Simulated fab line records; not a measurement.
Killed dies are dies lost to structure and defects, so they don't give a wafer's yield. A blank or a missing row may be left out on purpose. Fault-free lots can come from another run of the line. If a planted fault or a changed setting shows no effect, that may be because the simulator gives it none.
Which of the tools did it?    flow nand harc    Sampling: 14 lots, 42 wafers, 4 of 1302 route steps

WHAT THE GAUGES SHOWED, per wafer
NHARC_END_SORT_01.
lot   measured      on         killed at array  killed at other  killed at periphery  killed dies  killed open  killed short
L104  day 29 11:43  prober-01  25 26 33         0 0 0            74 63 68             99 89 101    4 5 2        2 2 3
L105  day 29 10:55  prober-02  81 74 78         0 0 0            72 77 66             153 151 144  4 3 3        4 2 2

WHICH TOOL RAN EACH LOT (tool, then ch and the chambers of the sampled wafers, then the start)
lot   NHARC_P_CONTACT_ALD_22               NHARC_A_BONDPAD_CMP_19         NHARC_THIN_TSV_PRE_CLEAN_54
L994  ald metal-01 ch 0,1,2, day 6 07:20   cmp-04 ch 0,2,3, day 23 12:54  pvd sputter-02, day 24 06:47
L995  ald metal-03 ch 1,2, day 6 19:13     cmp-04 ch 1,2,3, day 24 09:52  pvd sputter-03, day 25 05:01
L996  ald metal-01 ch 0,2, day 6 23:06     cmp-04 ch 0,1, day 24 05:34    pvd sputter-02, day 24 22:59
L997  ald metal-01 ch 0,1,2, day 7 12:26   cmp-01 ch 0,2,3, day 24 07:26  pvd sputter-01, day 25 00:11
L998  ald metal-04 ch 2,3, day 8 06:34     cmp-01 ch 0,3, day 24 21:39    pvd sputter-01, day 25 18:06
L999  ald metal-03 ch 0,1, day 8 08:30     cmp-01 ch 1,2, day 24 20:20    pvd sputter-02, day 25 16:53
L100  ald metal-03 ch 1,2, day 8 20:16     cmp-01 ch 0,1,3, day 26 07:23  pvd sputter-03, day 27 01:03
L101  ald metal-04 ch 1,3, day 9 07:00     cmp-01 ch 0,2,3, day 25 23:46  pvd sputter-01, day 26 19:50
L102  ald metal-04 ch 0,3, day 9 17:03     cmp-03 ch 1,2,3, day 27 09:32  pvd sputter-02, day 28 03:22
L103  ald metal-04 ch 1,2,3, day 10 02:16  cmp-04 ch 0,1,2, day 27 08:29  pvd sputter-03, day 28 01:44
L104  ald metal-04 ch 0,2,3, day 10 16:33  cmp-01 ch 1,2, day 28 04:58    pvd sputter-01, day 28 23:38
L105  ald metal-04 ch 1,2,3, day 10 19:36  cmp-04 ch 1,2,3, day 28 05:58  pvd sputter-02, day 29 01:16
L114  ald metal-03 ch 0,1,2, day 14 19:46  cmp-01 ch 1,2,3, day 32 08:29  pvd sputter-01, day 33 04:25
L116  ald metal-03 ch 0,2,3, day 15 19:28  cmp-01 ch 0,2,3, day 32 23:08  pvd sputter-02, day 33 16:51
- NHARC_P_CONTACT_ALD_22: deposits TiN, target thk 3 nm, pulse time 1 s, ald cycles 150.
- NHARC_A_BONDPAD_CMP_19: polishes, t overpolish 30 s, cu recess touch 16 s, target thk 169.82 nm.
- NHARC_THIN_TSV_PRE_CLEAN_54: time 30 s.

AS READ BY THE TOOLS THEMSELVES (means over the sampled wafers that have a number; for cases with no such wafer, the mark the record gives instead)
NHARC_P_CONTACT_ALD_22.
lot   tool          heater power w (W)  precursor pulse height rel
L994  ald metal-01  1101                1.018
L995  ald metal-03  1138                1.008
L996  ald metal-01  1075                1.013
L997  ald metal-01  1115                1.015
L998  ald metal-04  952                 1.010
L999  ald metal-03  999                 0.989
L100  ald metal-03  1130                1.026
L101  ald metal-04  995                 0.998
L102  ald metal-04  995                 1.012
L103  ald metal-04  1032                0.996
L104  ald metal-04  991                 0.980
L105  ald metal-04  1019                0.982
L114  ald metal-03  1088                1.002
L116  ald metal-03  1040                0.991

NHARC_A_BONDPAD_CMP_19.
lot   tool    motor current A (A)  overpolish run s (s)  slurry filter dp kPa (kPa)
L994  cmp-04  12.4                 30.006                13.44
L995  cmp-04  11.5                 29.989                13.69
L996  cmp-04  12.5                 29.994                13.44
L997  cmp-01  11.2                 30.003                13.45
L998  cmp-01  11.6                 29.998                13.55
L999  cmp-01  11.4                 29.999                13.50
L100  cmp-01  11.4                 30.007                13.46
L101  cmp-01  11.2                 30.001                13.39
L102  cmp-03  11.6                 29.988                13.42
L103  cmp-04  11.8                 30.001                13.47
L104  cmp-01  11.3                 30.003                13.52
L105  cmp-04  11.7                 29.997                13.63
L114  cmp-01  11.4                 30.011                13.44
L116  cmp-01  11.1                 29.993                13.48

NHARC_THIN_TSV_PRE_CLEAN_54.
lot   tool            heater power w (W)
L994  pvd sputter-02  379
L995  pvd sputter-03  454
L996  pvd sputter-02  388
L997  pvd sputter-01  390
L998  pvd sputter-01  406
L999  pvd sputter-02  412
L100  pvd sputter-03  454
L101  pvd sputter-01  397
L102  pvd sputter-02  408
L103  pvd sputter-03  431
L104  pvd sputter-01  370
L105  pvd sputter-02  386
L114  pvd sputter-01  414
L116  pvd sputter-02  397

THE ANSWER, worked out from the rows above alone
Rule: the lots themselves supply what counts as usual. Put in order of their means at a reading, lots are off if they are a third of the lots or fewer, leave a main group of 4 or more, and stand apart from it by a gap of 3 or more times the standard deviation of the main group's means; of several such gaps the widest counts. The tables above print the reading to a certain number of digits; a main group whose means all agree to those digits is not used. A lot without any number at a reading at which 4 lots or more have one is off too. Where the step has rows for the other lots, those lots are counted as sound. First the gauges in route order, then the tools' own readings, where a lot's mean is used as printed above. The first step at which some lot is off is used, and at that step the reading that is off furthest; a lot without a number counts as furthest.
Across all readings shown, no lot is off: no conclusion can be drawn from this.

WHAT THE SIMULATOR HAD INSERTED
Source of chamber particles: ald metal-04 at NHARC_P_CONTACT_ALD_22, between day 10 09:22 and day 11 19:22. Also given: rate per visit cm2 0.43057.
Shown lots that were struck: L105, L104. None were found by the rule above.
